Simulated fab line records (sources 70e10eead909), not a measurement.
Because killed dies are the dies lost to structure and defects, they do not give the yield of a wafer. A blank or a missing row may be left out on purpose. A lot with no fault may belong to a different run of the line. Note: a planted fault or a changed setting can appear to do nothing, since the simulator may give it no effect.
Which tool was responsible?	flow nand_harc	11 lots, 33 wafers sampled, at 6 steps of a route of 1302

WHAT THE GAUGES SHOWED, per wafer
NHARC_A_M0_CD_MEAS_09: target cd 80 nm.
lot	measured	on	cd_nm (nm)
L601	day 22 19:26	cd_sem-01	80.8 80.2 79.6
L606	day 25 09:37	cd_sem-03	80.1 80.0 79.9
L611	day 26 20:04	cd_sem-01	79.6 80.3 80.4
L610	day 27 01:20	cd_sem-03	74.8 75.3 74.2 75.1 75.4 74.0
L613	day 27 17:20	cd_sem-03	75.9 76.0 75.7 76.0 76.2 75.8
L616	day 29 08:08	cd_sem-02	80.8 80.3 79.5
L619	day 30 11:45	cd_sem-03	79.7 80.1 79.8
L620	day 30 18:33	cd_sem-03	79.7 80.1 80.0
L622	day 31 18:50	cd_sem-01	79.3 79.5 80.3
L624	day 32 15:26	cd_sem-02	80.2 80.1 79.8
L623	day 32 16:27	cd_sem-01	80.6 80.9 81.2

NHARC_A_M0_THK_MEAS_24: measures by xrf.
lot	measured	on	thk_nm (nm)
L601	day 22 21:56	film_metro-02	112.9 113.1 112.7
L606	day 25 12:08	film_metro-01	111.7 111.9 111.8
L611	day 26 22:37	film_metro-02	115.7 114.3 114.0
L610	day 27 11:37	film_metro-02	114.3 113.8 116.9
L613	day 28 02:26	film_metro-02	114.1 114.1 115.9
L616	day 29 10:38	film_metro-01	112.8 111.7 114.1
L619	day 30 14:19	film_metro-01	115.5 113.9 114.3
L620	day 30 21:09	film_metro-02	112.0 113.5 114.2
L622	day 31 21:25	film_metro-01	112.4 113.4 116.8
L624	day 32 18:03	film_metro-02	113.4 115.3 113.4
L623	day 32 18:58	film_metro-01	113.6 113.7 115.0

NHARC_END_SORT_01.
lot	measured	on	defect_limited_yield (%)	killed_at_array	killed_at_other	killed_at_periphery	killed_dies	killed_open	killed_short	sort_bin_2_pct (%)	sort_bin_3_pct (%)	sort_bin_4_pct (%)	sort_n_pass	sort_rim_yield_pct (%)	sort_yield_pct (%)
L611	day 28 09:48	prober-01	86 86 85	84 90 94	0 0 0	8 8 9	92 98 103	3 6 3	0 3 2	5.3 6.4 5.3	0.4 0.6 1.6	7.8 7.5 8.3	585 579 574	92 83 89	86 86 85
L610	day 29 23:50	prober-01	87 88 88	90 72 74	0 2 3	1 4 2	91 78 79	5 3 1	4 5 4	5.9 3.1 4.7	0.6 1.6 1.0	6.9 6.8 5.9	586 599 598	88 92 88	87 88 88
L613	day 29 22:35	prober-02	95 95 95	31 29 29	1 0 1	5 2 3	37 31 33	3 9 5	2 0 0	1.3 1.5 1.2	0.4 0.3 0.3	3.7 2.8 3.4	640 646 644	97 91 94	95 95 95
L616	day 31 01:32	prober-01	90 90 91	65 66 55	2 0 2	2 2 5	69 68 62	2 1 3	1 4 2	4.3 3.4 3.0	1.3 0.6 0.3	4.6 6.1 5.9	608 609 615	90 91 92	90 90 91
L619	day 32 04:54	prober-02	91 92 90	59 53 64	1 1 2	2 3 5	62 57 71	4 2 5	2 0 0	3.1 3.4 2.2	0.3 0.6 0.6	5.8 4.4 7.7	615 620 606	97 94 98	91 92 90
L620	day 32 17:34	prober-01	88 88 87	73 78 81	0 0 0	6 2 4	79 80 85	3 2 3	3 6 6	4.0 5.0 5.0	1.0 1.5 1.0	6.6 5.3 6.5	598 597 592	90 94 96	88 88 87
L624	day 34 08:46	prober-02	92 94 94	51 36 42	1 0 0	1 2 0	53 38 42	3 1 2	3 3 4	2.7 1.9 1.8	0.4 0.1 0.1	4.7 3.5 4.3	624 639 635	93 95 94	92 94 94

WHAT TOOL EACH LOT RAN ON (gives the tool, then ch and the chambers of the sampled wafers, and finally the start)
lot	NHARC_A_BLC_PVD_32	NHARC_A_M0_PEB_07	NHARC_A_M0_ETCH_34
L601	pvd_sputter-01, day 22 19:21 or earlier	litho_track-01 ch 0, day 22 19:21	rie_diel-05 ch 0,2,3, day 22 19:43
L606	pvd_sputter-02, day 25 09:32 or earlier	litho_track-04 ch 0, day 25 09:32	rie_diel-01 ch 1,2,3, day 25 09:53
L611	pvd_sputter-03, day 26 19:59 or earlier	litho_track-06 ch 0, day 26 19:59	rie_diel-01 ch 2,3, day 26 20:22
L610	pvd_sputter-02, day 27 01:16 or earlier	litho_track-04 ch 0, day 27 01:16	rie_diel-05 ch 0,1,3, day 27 05:23
L613	pvd_sputter-01, day 27 17:15 or earlier	litho_track-04 ch 0, day 27 17:15	rie_diel-01 ch 0,1,2, day 27 22:23
L616	pvd_sputter-02, day 29 08:04 or earlier	litho_track-06 ch 0, day 29 08:04	rie_diel-01 ch 0,2,3, day 29 08:25
L619	pvd_sputter-01, day 30 11:40 or earlier	litho_track-01 ch 0, day 30 11:40	rie_diel-03 ch 0,2,3, day 30 12:01
L620	pvd_sputter-01, day 30 18:28 or earlier	litho_track-04 ch 0, day 30 18:28	rie_diel-01 ch 0,1,2, day 30 18:49
L622	pvd_sputter-03, day 31 18:46 or earlier	litho_track-06 ch 0, day 31 18:46	rie_diel-03 ch 0,2, day 31 19:07
L624	pvd_sputter-01, day 32 15:22 or earlier	litho_track-06 ch 0, day 32 15:22	rie_diel-05 ch 1,2, day 32 15:43
L623	pvd_sputter-03, day 32 16:22 or earlier	litho_track-04 ch 0, day 32 16:22	rie_diel-01 ch 1,2,3, day 32 16:44
- NHARC_A_BLC_PVD_32: deposits Ti, target thk 5 nm, time 17.7 s.
- NHARC_A_M0_PEB_07: peb time 65 s.
- NHARC_A_M0_ETCH_34: etches the open film in N2/H2, target depth 40 nm, overetch 12 nm, time 43.94 s.

WHAT THE TOOLS THEMSELVES READ (means of the sampled wafers that have a number; where no wafer has one, the mark that the record gives instead)
NHARC_A_BLC_PVD_32.
lot	tool	throttle_valve_pct (%)
L601	pvd_sputter-01	30.0
L606	pvd_sputter-02	29.8
L611	pvd_sputter-03	29.7
L610	pvd_sputter-02	30.2
L613	pvd_sputter-01	29.2
L616	pvd_sputter-02	30.0
L619	pvd_sputter-01	29.2
L620	pvd_sputter-01	29.2
L622	pvd_sputter-03	29.2
L624	pvd_sputter-01	29.4
L623	pvd_sputter-03	29.5

NHARC_A_M0_PEB_07.
lot	tool	chill_plate_temp_C (C)	heater_power_total_W (W)	plate_temp_C (C)
L601	litho_track-01	22.93	156.4	99.96
L606	litho_track-04	23.06	156.4	100.11
L611	litho_track-06	23.00	156.5	99.89
L610	litho_track-04	22.98	153.6	98.62
L613	litho_track-04	22.88	153.2	98.70
L616	litho_track-06	23.00	156.6	99.91
L619	litho_track-01	23.09	156.8	99.88
L620	litho_track-04	22.98	156.5	100.00
L622	litho_track-06	22.85	156.6	100.03
L624	litho_track-06	22.91	156.0	99.90
L623	litho_track-04	22.85	156.7	99.97

NHARC_A_M0_ETCH_34.
lot	tool	bias_w (W)	drypump_motor_current_A (A)	n2_flow_sccm (sccm)	oes_product_au (a.u.)	rf_fwd_power_W (W)	rf_vpp_V (V)	showerhead_plenum_p_Torr (Torr)	throttle_valve_pct (%)
L601	rie_diel-05	150.2	5.6	149.8	1.001	396.4	431.2	2.07	14.168
L606	rie_diel-01	149.7	5.5	149.8	1.005	395.6	431.0	2.06	14.180
L611	rie_diel-01	150.0	5.8	149.8	1.011	398.2	429.5	2.00	14.163
L610	rie_diel-05	149.8	5.6	150.3	1.001	395.6	430.6	2.03	14.168
L613	rie_diel-01	149.9	5.4	150.1	0.996	395.0	431.0	2.08	14.173
L616	rie_diel-01	149.8	5.5	150.0	0.999	396.1	431.0	2.08	14.165
L619	rie_diel-03	149.8	5.7	150.0	1.005	393.1	427.6	1.93	14.168
L620	rie_diel-01	149.6	5.5	150.1	1.009	395.1	431.9	2.08	14.172
L622	rie_diel-03	150.1	6.1	149.7	1.012	393.1	427.2	1.91	14.168
L624	rie_diel-05	149.8	5.5	150.0	0.989	396.4	432.0	2.09	14.175
L623	rie_diel-01	150.0	5.5	150.4	1.008	395.8	431.5	2.06	14.175

THE ANSWER, worked out from the rows above alone
Rule: usual is defined by the lots themselves. The widest of any qualifying gaps counts: lots, ordered by their means at a reading, are off when they make up no more than a third of the lots, leave a main group of 4 or more, and stand apart from it by 3 or more times the standard deviation of that group's means. A main group is skipped when, at the precision printed for the reading in the tables above, its means are all equal. Also off: a lot with no number at a reading for which 4 or more lots have one. Where the step has rows for the other lots, those lots are counted as sound. After the gauges, taken in route order, come the tools' own readings; for these a lot's mean is taken, as printed above. The first step at which some lot is off is used, and at that step the reading that is off furthest; a lot without a number counts as furthest.
Off at NHARC_A_M0_CD_MEAS_09 (cd_nm): L610, L613. For the main group the mean is 80.1 nm and the standard deviation 0.32.
A tool fits if, at a process step before that reading, it ran every lot that is off, and no sound lot after the first of them. The gauges at NHARC_A_M0_CD_MEAS_09 aren't tried: what is off there is off at NHARC_A_M0_PEB_07 too, on other tools, and a gauge's error can't cause that. Because NHARC_A_BLC_PVD_32 lacks a start for some lots, the hours and order of its lots are taken from NHARC_A_M0_PEB_07. Not one of the candidates tried fits.

WHAT THE SIMULATOR PUT IN
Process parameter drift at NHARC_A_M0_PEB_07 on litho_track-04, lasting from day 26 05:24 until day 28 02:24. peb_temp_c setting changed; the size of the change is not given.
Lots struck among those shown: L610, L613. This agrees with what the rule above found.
